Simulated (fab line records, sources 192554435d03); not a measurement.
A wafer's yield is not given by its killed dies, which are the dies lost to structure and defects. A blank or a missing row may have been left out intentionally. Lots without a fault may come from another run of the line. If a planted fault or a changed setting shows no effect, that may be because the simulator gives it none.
Chamber matching | flow n5 finfet | 3 sister chambers for N5_BEOL_M6_CURE_74 on uv cure-03
The step cures SiCOH lowk, time 240 s. 27 wafers are shown with their chamber, then 12 later ones without.

== WAFERS PAIRED WITH THEIR CHAMBERS ==
wafer  | chamber | wafer_temp_C_max | lamp power pct (%)
L074.2 | 0       | 387.2            | 52.30
L074.5 | 0       | 386.8            | 52.33
L074.6 | 0       | 386.8            | 52.37
L076.3 | 2       | 386.5            | 52.33
L076.5 | 2       | 386.3            | 52.25
L076.6 | 2       | 386.5            | 52.38
L075.1 | 1       | 386.1            | 52.45
L075.2 | 1       | 387.1            | 52.28
L075.6 | 1       | 386.5            | 52.42
L080.3 | 0       | 387.7            | 52.30
L080.4 | 0       | 387.3            | 52.25
L080.5 | 0       | 386.9            | 52.31
L083.1 | 0       | 386.7            | 52.39
L083.2 | 0       | 386.9            | 52.40
L083.3 | 0       | 387.5            | 52.35
L083.4 | 0       | 386.6            | 52.36
L083.5 | 0       | 387.1            | 52.23
L083.6 | 0       | 387.4            | 52.38
L082.2 | 2       | 386.3            | 52.28
L082.5 | 2       | 386.2            | 52.32
L082.6 | 2       | 386.6            | 52.33
L087.1 | 2       | 387.3            | 52.36
L087.3 | 2       | 386.7            | 52.32
L087.6 | 2       | 386.7            | 52.31
L087.2 | 2       | 386.3            | 52.24
L087.4 | 2       | 386.9            | 52.32
L087.5 | 2       | 387.2            | 52.33

SIGNATURES (means of the wafers above)
reading          | chamber 0 | chamber 1 | chamber 2 | scatter within a chamber
wafer_temp_C_max | 387.075   | 386.567   | 386.625   | 0.367
lamp power pct   | 52.3308   | 52.3833   | 52.3142   | 0.0529
Rule: a wafer's distance from a chamber is the root of the sum, over the readings, of the square of ((its reading less the chamber's mean) divided by the reading's scatter). The wafer belongs to the nearest chamber; if the next one is less than 2 further off, it can't be placed. The scatter: the root of (the sum of the squares of (reading less its chamber's mean) over the shown wafers, divided by (wafers less chambers)).

== WAFERS WITH NO CHAMBER GIVEN ==
wafer  | wafer_temp_C_max | lamp power pct (%)
L085.3 | 386.9            | 52.36
L085.4 | 386.4            | 52.34
L085.5 | 386.3            | 52.33
L089.1 | 387.5            | 52.24
L089.3 | 387.2            | 52.34
L089.4 | 387.6            | 52.25
L094.1 | 386.7            | 52.34
L094.2 | 386.4            | 52.28
L094.5 | 386.4            | 52.15
L094.3 | 387.1            | 52.20
L094.4 | 387.6            | 52.29
L094.6 | 387.1            | 52.27

== EACH ONE'S CHAMBER ==
wafer  | from the rows above          | in truth
L085.3 | can't be placed: 0 or 1 or 2 | 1
L085.4 | can't be placed: 2 or 1 or 0 | 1
L085.5 | can't be placed: 2 or 1 or 0 | 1
L089.1 | can't be placed: 0 or 2 or 1 | 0
L089.3 | can't be placed: 0 or 2 or 1 | 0
L089.4 | can't be placed: 0 or 2 or 1 | 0
L094.1 | can't be placed: 2 or 1 or 0 | 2
L094.2 | can't be placed: 2 or 1 or 0 | 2
L094.5 | can't be placed: 2 or 0 or 1 | 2
L094.3 | can't be placed: 0 or 2 or 1 | 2
L094.4 | can't be placed: 0 or 2 or 1 | 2
L094.6 | can't be placed: 0 or 2 or 1 | 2
Correct placement for 0 of the 12. Unplaceable from these rows: 12, with the true chamber sitting among the candidates in 12. Number placed wrongly: 0.
